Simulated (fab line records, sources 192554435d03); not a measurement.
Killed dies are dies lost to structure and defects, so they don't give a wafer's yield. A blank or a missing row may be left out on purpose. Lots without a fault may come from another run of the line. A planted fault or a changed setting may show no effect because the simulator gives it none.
Split-lot experiment | flow n5_finfet | 7 lots, 39 wafers read, on a route of 1938 steps

THE SPLIT
At N5_BEOL_M13_TRENCH_ETCH_34 (etches SiOC in C4F8/O2/Ar, target depth 413.47 nm, time 162.6 s), the setting target_depth_a was moved away from the recipe's 4134.7 angstrom on 15 of the 39 wafers read, by -45.9% to +47.7%. The other wafers ran this setting at the recipe's value.

FROM THE SPLIT TO THE READING: what the file shows between them, 7 steps
- N5_BEOL_M13_STRIP_70: strips in C4F8/O2/Ar
- N5_BEOL_M13_OCD_MEAS_35
- N5_BEOL_M13_STRIP_37: strips in N2/H2
- N5_BEOL_M13_ETCH_38: etches SiCN in CF4/N2, target depth 67.5 nm, time 71.9 s
- N5_BEOL_M13_ECD_47: material Cu, target thk 936 nm
- N5_BEOL_M13_ANNEAL_48: time 90 s
- N5_BEOL_M13_CMP_49: polishes, stops on SiOC, t overpolish 17.1 s, target thk 420 nm

THE READING
M13_THK, in nm, at N5_BEOL_M13_THK_MEAS_50 (measures by xrf). Fault-free wafers of this fab line usually give 421 nm, standard deviation 5.8 nm.

wafer  | tool, chamber at the split | target_depth_a as run, angstrom | against the recipe | M13_THK, nm | against lot-mates on the recipe
L074.1 | rie_diel-01, 2             | 4134.7                          | recipe             | 404         | -
L074.2 | rie_diel-01, 0             | 2630                            | -36.4%             | 264         | -148
L074.3 | rie_diel-01, 1             | 2630                            | -36.4%             | 262         | -150
L074.4 | rie_diel-01, 1             | 4134.7                          | recipe             | 413         | -
L074.5 | rie_diel-01, 0             | 4134.7                          | recipe             | 419         | -
L074.6 | rie_diel-01, 2             | 2630                            | -36.4%             | 256         | -156
L075.1 | rie_diel-05, 0             | 4134.7                          | recipe             | 428         | -
L075.3 | rie_diel-05, 1             | 4134.7                          | recipe             | 424         | -
L075.4 | rie_diel-05, 3             | 4134.7                          | recipe             | 425         | -
L080.1 | rie_diel-01, 0             | 4134.7                          | recipe             | 421         | -
L080.2 | rie_diel-01, 3             | 4134.7                          | recipe             | 407         | -
L080.3 | rie_diel-01, 1             | 4134.7                          | recipe             | 420         | -
L080.4 | rie_diel-01, 2             | 4134.7                          | recipe             | 420         | -
L080.5 | rie_diel-01, 1             | 4134.7                          | recipe             | 416         | -
L080.6 | rie_diel-01, 0             | 4134.7                          | recipe             | 414         | -
L078.1 | rie_diel-01, 1             | 2550                            | -38.3%             | 261         | -162
L078.2 | rie_diel-01, 2             | 4134.7                          | recipe             | 423         | -
L078.3 | rie_diel-01, 0             | 4134.7                          | recipe             | 424         | -
L078.4 | rie_diel-01, 3             | 2550                            | -38.3%             | 257         | -166
L078.5 | rie_diel-01, 2             | 4134.7                          | recipe             | 421         | -
L078.6 | rie_diel-01, 1             | 2550                            | -38.3%             | 262         | -161
L082.1 | rie_diel-05, 1             | 6108                            | +47.7%             | 624         | +203
L082.2 | rie_diel-05, 2             | 4134.7                          | recipe             | 423         | -
L082.3 | rie_diel-05, 3             | 6108                            | +47.7%             | 609         | +188
L082.4 | rie_diel-05, 0             | 4134.7                          | recipe             | 421         | -
L082.5 | rie_diel-05, 1             | 4134.7                          | recipe             | 420         | -
L082.6 | rie_diel-05, 0             | 6108                            | +47.7%             | 630         | +209
L091.1 | rie_diel-05, 1             | 4134.7                          | recipe             | 426         | -
L091.2 | rie_diel-05, 2             | 2399                            | -42.0%             | 248         | -176
L091.3 | rie_diel-05, 0             | 4134.7                          | recipe             | 424         | -
L091.4 | rie_diel-05, 0             | 2399                            | -42.0%             | 246         | -178
L091.5 | rie_diel-05, 1             | 4134.7                          | recipe             | 423         | -
L091.6 | rie_diel-05, 2             | 2399                            | -42.0%             | 246         | -178
L094.1 | rie_diel-03, 3             | 2237                            | -45.9%             | 231         | -194
L094.2 | rie_diel-03, 0             | 2237                            | -45.9%             | 226         | -199
L094.3 | rie_diel-03, 2             | 2237                            | -45.9%             | 233         | -192
L094.4 | rie_diel-03, 1             | 4134.7                          | recipe             | 424         | -
L094.5 | rie_diel-03, 2             | 4134.7                          | recipe             | 423         | -
L094.6 | rie_diel-03, 3             | 4134.7                          | recipe             | 428         | -

THE FIT
A straight line over all 39 wafers: M13_THK changes by +4.2 nm for each +1% of target_depth_a; r = +1.00; the points scatter about the line by 5.9 nm.
The same after taking each lot's own level away (the mean of its wafers on the recipe; 39 wafers): +4.21 nm for each +1%; r = +1.00; scatter 4.1 nm.
On that fit, the largest move of target_depth_a shifts the reading by 2e+02 nm.
The lots' own levels span 412.0 to 425.7 nm, that is 2.4 times the standard deviation above.
So the lot-to-lot level changes the slope little: the two slopes agree.
Check: with one of the wafers moved furthest among these (+47.7%) left out of the fit, the line predicts +200 nm for it against its lot-mates. It came out at +203 nm against them.

THE WHOLE CHAIN: every reading that the file lists as answering this split, in the file's order
step                       | what it does                                                    | reading                                                                       | change (the file's fit)                                                                 | r (the file's)
N5_BEOL_M13_TRENCH_ETCH_34 | etches SiOC in C4F8/O2/Ar, target depth 413.47 nm, time 162.6 s | etch.depth_nm (the simulator's own value, which no gauge read)                | +4.15 nm for each +1% of the setting                                                    | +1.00
N5_BEOL_M13_OCD_MEAS_35    |                                                                 | trench_depth_nm                                                               | +4.16 nm for each +1% of the setting                                                    | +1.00
N5_BEOL_M13_CMP_49         | polishes, stops on SiOC, t overpolish 17.1 s, target thk 420 nm | Cu_of_BEOL_M13_ECD_47.thk_nm (the simulator's own value, which no gauge read) | +4.15 nm for each +1% of the setting                                                    | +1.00
N5_BEOL_M13_THK_MEAS_50    | measures by xrf                                                 | M13_THK                                                                       | +4.22 for each +1% of the setting                                                       | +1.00
N5_BEOL_M13_RS_MEAS_54     | measures by four-point-probe                                    | M13_RS                                                                        | not straight: 0.0854 at the lowest setting, 0.0454 at the recipe, 0.0306 at the highest | not given

THE FILE'S OWN FIT
M13_THK changes by +4.22 nm for each +1% of target_depth_a, r = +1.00.
